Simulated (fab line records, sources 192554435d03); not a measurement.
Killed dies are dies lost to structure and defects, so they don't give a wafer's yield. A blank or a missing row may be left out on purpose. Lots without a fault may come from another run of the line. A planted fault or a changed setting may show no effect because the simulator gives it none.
A struck lot beside a sound one | flow n5_finfet | 37 steps out of a route of 1938
Sound: wafers L932.2, L932.3, L932.5. Struck: wafer L921.4. (L921.2, L921.3 of the same lot were not struck and are left out.) The cause comes at the end.
At each step with rows: each side's tool, then ch and its chambers, then its first start. Under that, the readings that differ: sound wafers | struck wafers | difference of the means | sigmas: that difference in standard deviations of wafers without a fault.
alike: readings whose means differ by less than 2 such deviations, and words and numbers that are the same on both sides. not compared: withheld readings, readings that some wafer has no value for, bounds like >300 that may hide the same value, and numbers for which the record gives no deviation and whose values overlap.
The two part at a step that has a row with sigmas, a row that says differs or no value, or rows on one side only. Numbers that don't overlap but have no deviation are shown without sigmas and don't part them. A reading that every wafer of one side lacks parts them only if that side has two wafers or more.

first, 9 steps without rows for these wafers: N5_SDB_COAT_04 (time 60 s, resist thk 18 nm); N5_SDB_COAT_05 (resist thk 90 nm); N5_SDB_EBR_07; N5_SDB_SOFTBAKE_06 (time 60 s); N5_SDB_EXPOSE_08 (exposes mask SDB); N5_SDB_PEB_09 (peb time 60 s); N5_SDB_DEVELOP_10 (develop time 30 s); N5_SDB_DESCUM_16 (chemistry O2, time 7.9 s); N5_SDB_ETCH_17 (etches SiARC in CF4, target depth 23.4 nm, time 39 s).
N5_SDB_ETCH_18: etches SOC in N2/H2, target depth 100 nm, overetch 20 nm, time 150 s.
  sound on rie_diel-05 ch 0,1,3, day 9 05:39; struck on rie_diel-05 ch 3, day 6 20:45
  reading                                | sound           | struck | difference | sigmas
  model.etch.depth_nm (nm)               | 100.3 99.98 100 | 85.5   | -14.6      |
  model.SiARC_of_SDB_COAT_04.thk_nm (nm) | 13 13 13.2      | 14.4   | +1.3       |
  alike: drypump_motor_current_A, oes_product_au, rf_vpp_V, showerhead_plenum_p_Torr, temp_c, throttle_valve_pct
  not compared: bias_w, rf_hours_counter_h
then, 26 steps without rows for these wafers: N5_SDB_STRIP_19 (strips in N2/H2); N5_SDB_STRIP_21 (strips in CF4); N5_SDB_HM_OPEN_20 (chemistry CH3F/O2, target SiNx, stops on poly-Si, target depth 24 nm); N5_SDB_STRIP_22 (strips in N2/H2); N5_SDB_PRECLEAN_23 (cleans in dHF, time 30 s); N5_SDB_DUMMY_REMOVE_24 (chemistry TMAH, target poly-Si, stops on SiO2, target depth 142 nm, time 57 s, rinse time 30 s); N5_SDB_ETCH_25 (etches SiO2 in C4F6/O2, target depth 10 nm, time 3.3 s); N5_SDB_CUT_ETCH_26 (etches Si in HBr/Cl2/O2, target depth 129.6 nm, bt time 20 s, time 51.8 s); N5_SDB_PRECLEAN_38 (cleans in dHF, time 10 s); N5_SDB_PRECLEAN_39 (cleans in O3/DIW, time 45 s); N5_SDB_SRD_28 (time 30 s); N5_SDB_ALD_29 (deposits SiNx, target thk 30 nm, pulse time 1 s, ald cycles 600); N5_SDB_CMP_30 (polishes, stops on poly-Si, t overpolish 1.54 s, target thk 30 nm); N5_DUMMY_REMOVAL_HM_STRIP_01 (strips SiNx in CH3F/O2, stops on poly-Si, target depth 4 nm, time 6.8 s); N5_DUMMY_REMOVAL_STRIP_10 (strips in N2/H2, time 40 s); N5_DUMMY_REMOVAL_PRECLEAN_07 (cleans in dHF, time 30 s); N5_DUMMY_REMOVAL_DUMMY_REMOVE_02 (chemistry TMAH, target poly-Si, stops on SiO2, target depth 142 nm, time 57 s, rinse time 30 s); N5_DUMMY_REMOVAL_PRECLEAN_08 (cleans in NF3:NH3, afs cycles 2, time 20 s, sublimation time 60 s); N5_DUMMY_REMOVAL_PRECLEAN_04 (cleans in DHF, time 37 s); N5_DUMMY_REMOVAL_SRD_05 (time 30 s); N5_HKMG_FIN_IL_REGROW_00 (material SiO2, chemistry O3, target thk 0.75 nm, time 30 s); N5_HKMG_FIN_HK_ALD_01 (deposits HfO2, target thk 1.6 nm, pulse time 3 s, purge time 3 s); N5_HKMG_FIN_HK_ANNEAL_02 (time 30 s); N5_HKMG_FIN_ALD_74 (deposits La2O3, target thk 0.5 nm, pulse time 6 s, co reactant pulse time 1 s); N5_HKMG_FIN_ALD_75 (deposits Al2O3, target thk 1 nm, co reactant pulse time 1 s); N5_HKMG_FIN_COAT_41 (time 60 s, resist thk 300 nm).
-- the record jumps here: 8 days lie between the struck wafers' starts before and after (it left off in module HKMG_FIN and takes up again in module PASSIVATION, whose first step shown is number 1936 of the route) --
N5_PASSIVATION_PROBE_49:
  the record has rows for the struck wafers here (prober-01, day 15 07:38) and none for the sound ones

WHERE THEY PART
Only at N5_PASSIVATION_PROBE_49, within this record.

WHY: what the simulator had put in
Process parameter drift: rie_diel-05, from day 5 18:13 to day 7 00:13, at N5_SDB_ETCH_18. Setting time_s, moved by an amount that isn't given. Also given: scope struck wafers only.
